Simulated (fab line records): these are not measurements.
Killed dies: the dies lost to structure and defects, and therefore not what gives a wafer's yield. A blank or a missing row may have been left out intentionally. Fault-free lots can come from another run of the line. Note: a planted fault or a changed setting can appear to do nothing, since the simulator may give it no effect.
Chamber matching | flow nand_harc | NHARC_P_ZERO_WELL_DESCUM_26 on rie_diel-07 has 4 sister chambers
The step chemistry O2, time 3 s. 24 wafers are shown with their chamber, then 12 later ones without.

## WAFERS PAIRED WITH THEIR CHAMBERS
wafer  | chamber | showerhead_plenum_p_Torr (Torr) | drypump_motor_current_A (A) | oes_product_au (a.u.)
L077.1 | 1       | 1.83                            | 5.7                         | 1.002
L077.4 | 2       | 1.92                            | 6.0                         | 1.014
L077.5 | 2       | 1.92                            | 6.0                         | 1.003
L077.2 | 0       | 1.80                            | 6.1                         | 1.010
L077.3 | 3       | 2.06                            | 6.1                         | 0.998
L077.6 | 3       | 2.06                            | 6.2                         | 1.006
L078.1 | 2       | 1.92                            | 5.9                         | 1.006
L078.4 | 3       | 2.06                            | 6.1                         | 0.999
L078.5 | 3       | 2.06                            | 6.1                         | 0.995
L081.2 | 0       | 1.79                            | 6.1                         | 1.006
L081.3 | 1       | 1.83                            | 5.7                         | 1.003
L081.6 | 1       | 1.83                            | 5.7                         | 1.000
L081.1 | 2       | 1.92                            | 5.9                         | 1.007
L081.4 | 3       | 2.06                            | 6.1                         | 1.000
L081.5 | 0       | 1.79                            | 6.1                         | 1.006
L083.3 | 3       | 2.06                            | 6.1                         | 0.995
L083.4 | 1       | 1.83                            | 5.8                         | 1.004
L083.6 | 0       | 1.79                            | 6.1                         | 0.998
L085.3 | 0       | 1.79                            | 6.1                         | 1.010
L085.5 | 0       | 1.79                            | 6.1                         | 1.004
L085.6 | 3       | 2.06                            | 6.1                         | 0.995
L088.2 | 1       | 1.82                            | 5.7                         | 1.010
L088.3 | 3       | 2.06                            | 6.1                         | 0.989
L088.5 | 2       | 1.91                            | 5.9                         | 1.007

SIGNATURES (means of the wafers above)
reading                  | chamber 0 | chamber 1 | chamber 2 | chamber 3 | scatter within a chamber
showerhead_plenum_p_Torr | 1.7917    | 1.8280    | 1.9180    | 2.0600    | 0.00349
drypump_motor_current_A  | 6.100     | 5.720     | 5.940     | 6.112     | 0.0379
oes_product_au           | 1.00567   | 1.00380   | 1.00740   | 0.99713   | 0.00443
Rule: a wafer lies at a distance from a chamber equal to the root of the sum of squares, over the readings, of (its reading less the chamber's mean, divided by the reading's scatter). If the next closest chamber is less than 2 further off than the closest, the wafer can't be placed; otherwise it belongs to the closest. The scatter: take each reading less its chamber's mean, square it, sum over the shown wafers, divide by the number of wafers less the number of chambers, and take the root.

## WAFERS WHOSE CHAMBER IS MISSING
wafer  | showerhead_plenum_p_Torr (Torr) | drypump_motor_current_A (A) | oes_product_au (a.u.)
L091.1 | 1.78                            | 6.1                         | 1.002
L091.3 | 1.82                            | 5.7                         | 1.012
L091.6 | 1.78                            | 6.1                         | 0.998
L091.2 | 1.91                            | 5.9                         | 1.015
L091.4 | 2.05                            | 6.1                         | 0.992
L091.5 | 1.82                            | 5.7                         | 1.005
L096.2 | 2.04                            | 6.1                         | 0.997
L096.4 | 1.90                            | 5.9                         | 1.013
L096.6 | 2.04                            | 6.1                         | 1.006
L097.2 | 2.04                            | 6.1                         | 0.988
L097.4 | 1.81                            | 5.7                         | 1.002
L097.6 | 1.90                            | 6.0                         | 1.019

## WHICH CHAMBER EACH ONE RAN IN
wafer  | from the rows above | in truth
L091.1 | 0                   | 0
L091.3 | 1                   | 1
L091.6 | 0                   | 0
L091.2 | 2                   | 2
L091.4 | 3                   | 3
L091.5 | 1                   | 1
L096.2 | 3                   | 3
L096.4 | 2                   | 2
L096.6 | 3                   | 3
L097.2 | 3                   | 3
L097.4 | 1                   | 1
L097.6 | 2                   | 2
Placed correctly: 12 of 12. From these rows, 0 cannot be placed. 0 placed wrongly.
